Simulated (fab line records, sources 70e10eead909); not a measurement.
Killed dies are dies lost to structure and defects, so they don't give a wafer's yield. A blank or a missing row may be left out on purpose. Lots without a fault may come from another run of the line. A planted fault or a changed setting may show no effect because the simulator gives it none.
fab line records | flow nand_harc | part 2 of 2: steps 41 to 41 of 41
record lots=6 wafers=17 last_day=23
route steps=1159 shown P_M1@295 P_M2@318 END@1159
lots that met no fault: from a run of the same line without faults
start_h: hours from the record's first day to the start of the lot's first wafer shown | wait_h: hours since the lot's step before | " the same as in the row above | L1.1+2: a row that stands for several wafers | - no value, or no start given | * or withheld: withheld | < > ~ a bound
route shown NAME@n: a module of which the file shows steps, and the number in the route of the first | usual: mean/standard deviation of fault-free wafers | same: alike in all rows | chamber/n: place in a boat | sites: the reading at each site | _std_site: their standard deviation | _edge_site: outer sites' mean less inner sites' | radius_mm: how far each site lies from the wafer's centre | mask NAME#n: copy n | behind: the tool/chamber that last shaped the wafer | hold: why the lot was held/for how many hours/how that ended | device: the transistor (n, p or np) that didn't switch | end of line: the same wafers' tests at the end of the route | a step without rows: its recipe alone | killed: dies lost to structure and defects at the first sort, not the wafer's yield | map: a wafer's dies, x killed, . not, _ none there
set.NAME: the setting as run; set.NAME@STEP: as run at that earlier step | model.NAME: the simulator's own value behind a step, which no gauge read
lots at some steps of the route; a table a step, a row a wafer
services: from which hour (start_h, from the record's first day; less than 0 if before it) a tool's chamber was out of use, for how many hours, and why
## steps
# step NHARC_END_SORT_01
# recipe temp_c=25
# usual defect_limited_yield=95.5/1.3 killed_at_array=27/8.8 killed_at_other=0.4/0.82 killed_at_periphery=3.1/2.1 killed_dies=31/8.8 killed_open=3.3/2 killed_short=2.0/1.4 sort_bin_2_pct=1.3/0.56 sort_bin_3_pct=0.25/0.21 sort_bin_4_pct=2.9/0.89 sort_n_pass=646/8.8 sort_rim_yield_pct=95.8/2.7 sort_yield_pct=95.5/1.3
# same gross_dies=677 sort_bin_5_pct[%]=0 sort_bin_6_pct[%]=0 sort_bin_7_pct[%]=0 sort_bin_8_pct[%]=0 sort_rim_n_gross=106.00
# columns lot.wafer tool chamber start_h wait_h defect_limited_yield[%] killed_at_array killed_at_other killed_at_periphery killed_dies killed_open killed_short sort_bin_2_pct[%] sort_bin_3_pct[%] sort_bin_4_pct[%] sort_n_pass sort_rim_yield_pct[%] sort_yield_pct[%]
L626.1 prober-02 0 452.17 2.5 94.8 28 1 6 35 1 3 1.5 0.89 2.8 642 97.2 94.8
L626.2 prober-02 0 452.98 2.8 95.9 26 0 2 28 2 1 1.3 0.15 2.7 649 96.2 95.9
L626.3 prober-02 0 453.79 3.1 95.6 28 0 2 30 3 2 1.3 0.74 2.4 647 97.2 95.6
L630.1 prober-02 0 475.57 2.5 96.9 19 0 2 21 3 0 1.6 0 1.5 656 100.0 96.9
L630.2 prober-02 0 476.37 2.8 95.1 32 0 1 33 4 2 0.4 0.15 4.3 644 100.0 95.1
L630.3 prober-02 0 477.17 3.1 94.4 32 2 4 38 10 0 1.5 0.44 3.7 639 99.1 94.4
L632.3 prober-01 0 491.79 3.1 95.7 28 0 1 29 2 3 1.6 0.44 2.2 648 97.2 95.7
L632.5 prober-01 0 493.35 3.6 93.9 38 0 3 41 6 2 1.8 0.89 3.4 636 90.6 93.9
L632.6 prober-01 0 494.13 3.9 95.4 31 0 0 31 3 5 1.2 0.15 3.2 646 94.3 95.4
L637.3 prober-02 0 506.97 3.1 94.8 28 4 3 35 7 1 1.8 0.44 3.0 642 92.5 94.8
L637.4 prober-02 0 507.76 3.4 96.9 19 0 2 21 1 1 1.9 0 1.2 656 99.1 96.9
L637.5 prober-02 0 508.55 3.7 95.7 23 3 3 29 1 3 1.2 0.44 2.7 648 90.6 95.7
L640.2 prober-01 0 517.88 2.8 0 31 0 646 677 4 1 96.6 0.44 3.0 0 0 0
L640.3 prober-01 0 518.68 3.1 95.4 26 0 5 31 1 3 1.5 0.74 2.4 646 93.4 95.4
L640.4 prober-01 0 519.49 3.4 0 34 0 643 677 4 1 95.9 0.30 3.8 0 0 0
L638.2 prober-01 0 546.86 2.8 0.1 26 1 649 676 3 2 96.9 0.44 2.5 1 0.9 0.1
L638.4 prober-01 0 548.48 3.4 0 37 0 640 677 3 2 95.7 0.30 4.0 0 0 0
# killed by level:class
L626.1 A_CHANNEL_HOLE_D1:chamber_film_flake=15 A_SLIT:chamber_film_flake=5 A_CONTACT:chamber_film_flake=4 P_ZERO_WELL:chamber_film_flake=2 P_GATE:geometric_particle:short=1 P_M0:geometric_particle:short=1 A_CONTACT:geometric_particle:short=1 A_M1:geometric_particle:open=1
L626.2 A_CHANNEL_HOLE_D1:chamber_film_flake=10 A_SLIT:chamber_film_flake=6 A_STAIRCASE:chamber_film_flake=3 A_ZERO_WELL:chamber_film_flake=2 A_CONTACT:chamber_film_flake=2 A_CHANNEL_FILL_D1:geometric_particle:open=1 A_M0:geometric_particle:open=1 A_M1:geometric_particle:short=1
L626.3 A_CHANNEL_HOLE_D1:chamber_film_flake=10 A_SLIT:chamber_film_flake=7 A_CONTACT:chamber_film_flake=5 A_CHANNEL_FILL_D1:geometric_particle:open=2 P_CONTACT:geometric_particle:short=1 A_WL_FILL:geometric_particle:short=1 A_CONTACT:geometric_particle:open=1 P_STI:chamber_film_flake=1
L630.1 A_CHANNEL_HOLE_D1:chamber_film_flake=10 A_CHANNEL_FILL_D1:chamber_film_flake=3 A_CONTACT:chamber_film_flake=3 P_CONTACT:geometric_particle:open=1 A_SOURCE_PLATE:geometric_particle:open=1 A_WL_FILL:geometric_particle:open=1 P_ZERO_WELL:chamber_film_flake=1 A_SLIT:chamber_film_flake=1
L630.2 A_CHANNEL_HOLE_D1:chamber_film_flake=15 A_STAIRCASE:chamber_film_flake=5 A_M1:chamber_film_flake=4 A_ONON_D1:geometric_particle:open=2 A_CONTACT:chamber_film_flake=2 A_CHANNEL_FILL_D1:geometric_particle:short=1 A_WL_FILL:geometric_particle:short=1 A_WL_FILL:geometric_particle:open=1
L630.3 A_CHANNEL_HOLE_D1:chamber_film_flake=15 A_STAIRCASE:chamber_film_flake=5 A_CONTACT:chamber_film_flake=3 A_M1:chamber_film_flake=3 P_M0:geometric_particle:open=2 P_CONTACT:geometric_particle:open=1 A_ONON_D1:geometric_particle:open=1 A_CONTACT:geometric_particle:open=1
L632.3 A_SLIT:chamber_film_flake=11 A_SGD_CUT:chamber_film_flake=4 A_STAIRCASE:chamber_film_flake=4 A_CHANNEL_HOLE_D1:chamber_film_flake=2 A_CONTACT:chamber_film_flake=2 P_CONTACT:geometric_particle:short=1 A_ONON_D1:geometric_particle:short=1 A_CHANNEL_FILL_D1:geometric_particle:short=1
L632.5 A_SLIT:chamber_film_flake=15 A_CHANNEL_HOLE_D1:chamber_film_flake=7 A_CONTACT:chamber_film_flake=5 P_CONTACT:geometric_particle:short=2 A_WL_FILL:geometric_particle:open=2 A_CHANNEL_FILL_D1:chamber_film_flake=2 P_GATE:geometric_particle:open=1 A_ONON_D1:geometric_particle:open=1
L632.6 A_SLIT:chamber_film_flake=12 A_CHANNEL_HOLE_D1:chamber_film_flake=4 A_CONTACT:chamber_film_flake=3 A_ONON_D1:geometric_particle:short=2 A_SOURCE_PLATE:geometric_particle:open=1 A_ONON_D1:geometric_particle:open=1 A_WL_FILL:geometric_particle:short=1 A_CONTACT:geometric_particle:open=1
L637.3 A_SLIT:chamber_film_flake=11 A_CHANNEL_HOLE_D1:chamber_film_flake=5 A_CONTACT:chamber_film_flake=4 THIN_TSV:chamber_film_flake=3 A_ONON_D1:geometric_particle:open=2 A_CHANNEL_FILL_D1:geometric_particle:open=2 P_CONTACT:geometric_particle:open=1 A_WL_FILL:geometric_particle:open=1
L637.4 A_SLIT:chamber_film_flake=10 A_CONTACT:chamber_film_flake=5 A_CHANNEL_HOLE_D1:chamber_film_flake=3 P_CONTACT:geometric_particle:open=1 A_CHANNEL_HOLE_D1:geometric_particle:short=1 P_GATE:chamber_film_flake=1
L637.5 A_SLIT:chamber_film_flake=11 A_CONTACT:chamber_film_flake=5 A_CHANNEL_HOLE_D1:chamber_film_flake=3 A_ONON_D1:geometric_particle:short=2 P_GATE:chamber_film_flake=2 THIN_TSV:chamber_film_flake=2 P_CONTACT:geometric_particle:open=1 A_CHANNEL_FILL_D1:geometric_particle:short=1
L640.2 P_M1:area_pvd=640 A_SLIT:chamber_film_flake=14 A_CONTACT:chamber_film_flake=7 P_GATE:chamber_film_flake=5 A_CHANNEL_HOLE_D1:chamber_film_flake=3 A_WL_FILL:geometric_particle:open=2 A_CONTACT:geometric_particle:open=2 A_ONON_D1:geometric_particle:short=1
L640.3 A_SLIT:chamber_film_flake=10 A_STAIRCASE:chamber_film_flake=5 A_CONTACT:chamber_film_flake=5 A_CHANNEL_HOLE_D1:chamber_film_flake=4 P_GATE:chamber_film_flake=3 P_GATE:geometric_particle:short=2 A_ONON_D1:geometric_particle:open=1 A_CONTACT:geometric_particle:short=1
L640.4 P_M1:area_pvd=640 A_SLIT:chamber_film_flake=17 A_CONTACT:chamber_film_flake=8 A_CONTACT:geometric_particle:open=2 P_GATE:chamber_film_flake=2 A_STAIRCASE:chamber_film_flake=2 A_CHANNEL_FILL_D1:geometric_particle:short=1 A_CHANNEL_FILL_D1:geometric_particle:open=1
L638.2 P_M1:area_pvd=647 A_SLIT:chamber_film_flake=10 A_CHANNEL_HOLE_D1:chamber_film_flake=8 A_CONTACT:chamber_film_flake=3 A_CONTACT:geometric_particle:open=2 A_ONON_D1:geometric_particle:short=1 A_SGD_CUT:geometric_particle:open=1 A_SGD_CUT:geometric_particle:short=1
L638.4 P_M1:area_pvd=638 A_SLIT:chamber_film_flake=16 A_CHANNEL_HOLE_D1:chamber_film_flake=6 A_CONTACT:chamber_film_flake=6 A_ZERO_WELL:chamber_film_flake=3 A_CONTACT:geometric_particle:open=2 A_SOURCE_PLATE:geometric_particle:open=1 A_SGD_CUT:geometric_particle:short=1
# map L638.4 (x killed, . not)
____________x____________
_________xxxxxxx_________
_______xxxxxxxxxxx_______
______xxxxxxxxxxxxx______
_____xxxxxxxxxxxxxxx_____
____xxxxxxxxxxxxxxxxx____
____xxxxxxxxxxxxxxxxx____
___xxxxxxxxxxxxxxxxxxx___
___xxxxxxxxxxxxxxxxxxx___
__xxxxxxxxxxxxxxxxxxxxx__
__xxxxxxxxxxxxxxxxxxxxx__
_xxxxxxxxxxxxxxxxxxxxxxx_
_xxxxxxxxxxxxxxxxxxxxxxx_
_xxxxxxxxxxxxxxxxxxxxxxx_
_xxxxxxxxxxxxxxxxxxxxxxx_
_xxxxxxxxxxxxxxxxxxxxxxx_
xxxxxxxxxxxxxxxxxxxxxxxxx
xxxxxxxxxxxxxxxxxxxxxxxxx
xxxxxxxxxxxxxxxxxxxxxxxxx
xxxxxxxxxxxxxxxxxxxxxxxxx
xxxxxxxxxxxxxxxxxxxxxxxxx
_xxxxxxxxxxxxxxxxxxxxxxx_
_xxxxxxxxxxxxxxxxxxxxxxx_
_xxxxxxxxxxxxxxxxxxxxxxx_
_xxxxxxxxxxxxxxxxxxxxxxx_
_xxxxxxxxxxxxxxxxxxxxxxx_
__xxxxxxxxxxxxxxxxxxxxx__
__xxxxxxxxxxxxxxxxxxxxx__
___xxxxxxxxxxxxxxxxxxx___
___xxxxxxxxxxxxxxxxxxx___
____xxxxxxxxxxxxxxxxx____
____xxxxxxxxxxxxxxxxx____
_____xxxxxxxxxxxxxxx_____
______xxxxxxxxxxxxx______
_______xxxxxxxxxxx_______
_________xxxxxxx_________
____________x____________
# map L640.2 (x killed, . not)
____________x____________
_________xxxxxxx_________
_______xxxxxxxxxxx_______
______xxxxxxxxxxxxx______
_____xxxxxxxxxxxxxxx_____
____xxxxxxxxxxxxxxxxx____
____xxxxxxxxxxxxxxxxx____
___xxxxxxxxxxxxxxxxxxx___
___xxxxxxxxxxxxxxxxxxx___
__xxxxxxxxxxxxxxxxxxxxx__
__xxxxxxxxxxxxxxxxxxxxx__
_xxxxxxxxxxxxxxxxxxxxxxx_
_xxxxxxxxxxxxxxxxxxxxxxx_
_xxxxxxxxxxxxxxxxxxxxxxx_
_xxxxxxxxxxxxxxxxxxxxxxx_
_xxxxxxxxxxxxxxxxxxxxxxx_
xxxxxxxxxxxxxxxxxxxxxxxxx
xxxxxxxxxxxxxxxxxxxxxxxxx
xxxxxxxxxxxxxxxxxxxxxxxxx
xxxxxxxxxxxxxxxxxxxxxxxxx
xxxxxxxxxxxxxxxxxxxxxxxxx
_xxxxxxxxxxxxxxxxxxxxxxx_
_xxxxxxxxxxxxxxxxxxxxxxx_
_xxxxxxxxxxxxxxxxxxxxxxx_
_xxxxxxxxxxxxxxxxxxxxxxx_
_xxxxxxxxxxxxxxxxxxxxxxx_
__xxxxxxxxxxxxxxxxxxxxx__
__xxxxxxxxxxxxxxxxxxxxx__
___xxxxxxxxxxxxxxxxxxx___
___xxxxxxxxxxxxxxxxxxx___
____xxxxxxxxxxxxxxxxx____
____xxxxxxxxxxxxxxxxx____
_____xxxxxxxxxxxxxxx_____
______xxxxxxxxxxxxx______
_______xxxxxxxxxxx_______
_________xxxxxxx_________
____________x____________
## services
# columns tool chamber start_h hours kind
pvd_sputter-01 - 105.21 0.5 repair
pvd_sputter-01 - 118.62 0.6 repair
cmp-02 - 120.28 1.0 repair
rie_diel-06 0 122.20 - clean
rie_diel-06 1 122.20 - clean
rie_diel-06 2 122.20 - clean
rie_diel-06 3 122.20 - clean
cmp-02 - 128.54 4.0 pm
rie_diel-09 2 129.31 2.8 repair
rie_diel-01 - 137.82 9.0 pm
rie_diel-09 0 149.63 1.2 repair
cmp-02 - 156.95 1.9 repair
pvd_sputter-01 - 158.00 10.0 pm
rie_diel-01 - 163.42 0.8 repair
cmp-02 - 163.55 1.6 repair
rie_diel-09 1 168.37 4.0 repair
rie_diel-09 2 170.13 2.0 repair
rie_diel-09 0 171.52 2.7 repair
rie_diel-07 2 173.27 8.1 repair
pvd_sputter-02 - 188.30 6.9 repair
cmp-01 - 189.85 4.0 pm
cmp-01 - 193.85 - consumable_replace:conditioner
cmp-01 - 193.85 - consumable_replace:pad
pvd_sputter-02 - 215.37 10.0 pm
## key
first_sign step=NHARC_END_SORT_01 reading=killed_at_periphery direction=up sigmas=99+ usual=3.1 struck=644.5
effect step=NHARC_END_SORT_01 reading=sort_bin_2_pct direction=up sigmas=99+ usual=1.3 struck=96.3
more_kills_born_at NHARC_P_M1_PVD_20@pvd_sputter-01=2565
met_at NHARC_P_M1_PVD_20
struck_wafers L638.2,L638.4,L640.2,L640.4
later_rows_left_out L638.2,L638.4,L640.2,L640.4
onset_between 199.40 216.89
fault kind=process_parameter_drift tool=pvd_sputter-01 chamber=- onset_h=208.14 steps=NHARC_P_M1_PVD_20 channel=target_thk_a offset=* shape=step end_h=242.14 scope=struck_wafers_only acts_in=* stated=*
# later_rows_left_out: the simulator's readings of these wafers behind a module that went badly wrong aren't trusted and aren't shown, but for the sort
